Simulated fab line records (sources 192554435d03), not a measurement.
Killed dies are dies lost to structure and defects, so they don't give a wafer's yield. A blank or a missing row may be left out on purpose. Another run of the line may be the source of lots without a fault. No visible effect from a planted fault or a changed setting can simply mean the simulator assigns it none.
Lot-split experiment -- flow n5_finfet -- route with 1938 steps; 7 lots, 21 wafers read

SPLIT DETAILS
At N5_BEOL_M10_ILD_DEP_00 (deposits SiCOH lowk from DEMS/porogen, target thk 308.51 nm, time 58 s), the setting time_s was moved away from the recipe's 58 s on 9 of the 21 wafers read, by +5.0% to +14.0%. For the rest of the wafers, this setting stayed at what the recipe calls for.

SPLIT TO READING: what lies between them in the file, 1 step
- N5_BEOL_M10_CURE_71: cures SiCOH lowk, time 240 s

THE READING
M10_ILD_THK at N5_BEOL_M10_THK_MEAS_01, in nm. Typical for fault-free wafers on this fab line: 267 nm, with standard deviation 3.3 nm.

wafer,"tool, chamber at the split","time_s as run, s",against the recipe,"M10_ILD_THK, nm",against lot-mates on the recipe
L074.1,"pecvd-04, 2",58,recipe,263,-
L074.4,"pecvd-04, 1",66.14,+14.0%,305,+42
L074.6,"pecvd-04, 0",66.14,+14.0%,310,+47
L077.1,"pecvd-03, 0",58,recipe,267,-
L077.3,"pecvd-03, 0",60.9,+5.0%,281,+14
L077.5,"pecvd-03, 0",60.9,+5.0%,286,+19
L079.1,"pecvd-02, 1",58,recipe,262,-
L079.3,"pecvd-02, 0",58,recipe,269,-
L079.4,"pecvd-02, 2",58,recipe,267,-
L081.1,"pecvd-03, 0",63.65,+9.7%,289,+22
L081.3,"pecvd-03, 2",63.65,+9.7%,288,+21
L081.6,"pecvd-03, 0",58,recipe,267,-
L087.1,"pecvd-03, 1",58,recipe,261,-
L087.2,"pecvd-03, 0",62.29,+7.4%,280,+18
L087.3,"pecvd-03, 2",58,recipe,264,-
L088.2,"pecvd-04, 0",58,recipe,272,-
L088.3,"pecvd-04, 1",58,recipe,266,-
L088.6,"pecvd-04, 0",58,recipe,270,-
L092.1,"pecvd-02, 1",64.48,+11.2%,294,+29
L092.5,"pecvd-02, 0",58,recipe,265,-
L092.6,"pecvd-02, 2",64.48,+11.2%,298,+33

THE FIT
A straight line over all 21 wafers: M10_ILD_THK changes by +2.72 nm for each +1% of time_s; r = +0.97; the points scatter about the line by 3.8 nm.
The same after taking each lot's own level away (the mean of its wafers on the recipe; 21 wafers): +2.85 nm for each +1%; r = +0.98; scatter 3.4 nm.
According to that fit, moving time_s by its largest amount changes the reading by 40 nm.
From 262.5 to 269.3 nm: that is the span of the lots' own levels, equal to 2.1 times the standard deviation above.
Consequently the slope shifts little with the lot-to-lot level, the two slopes agreeing.
Check: with one of the wafers moved furthest among these (+14.0%) left out of the fit, the line predicts +39.2 nm for it against its lot-mates. Against them it came out at +42 nm.

THESE WAFERS: OTHER SPLITS
Before the reading, these wafers also passed through other splits. Each is held against what the fit with the lots' levels taken away leaves over:
other split on the same wafers,wafers away from the commonest value,r with M10_ILD_THK (lot level and that fit taken away)
N5_BEOL_M8_ILD_DEP_00 time_s,5,-0.59
N5_BEOL_M8_COAT_59 spin_rpm,7,+0.04
N5_BEOL_M9_EXPOSE_08 dose_mj,3,+0.06

THE WHOLE CHAIN: every reading that the file lists as answering this split, in the file's order
step,what it does,reading,change (the file's fit),r (the file's)
N5_BEOL_M10_ILD_DEP_00,"deposits SiCOH lowk from DEMS/porogen, target thk 308.51 nm, time 58 s","SiCOH_lowk_of_BEOL_M10_ILD_DEP_00.thk_nm (the simulator's own value, which no gauge read)",+3.17 nm for each +1% of the setting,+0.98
N5_BEOL_M10_CURE_71,"cures SiCOH lowk, time 240 s","SiCOH_lowk_of_BEOL_M10_ILD_DEP_00.thk_nm (the simulator's own value, which no gauge read)",+2.81 nm for each +1% of the setting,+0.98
N5_BEOL_M10_THK_MEAS_01,,M10_ILD_THK,+2.81 for each +1% of the setting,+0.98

FILE'S OWN FIT
M10_ILD_THK changes by +2.81 nm for each +1% of time_s, r = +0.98.
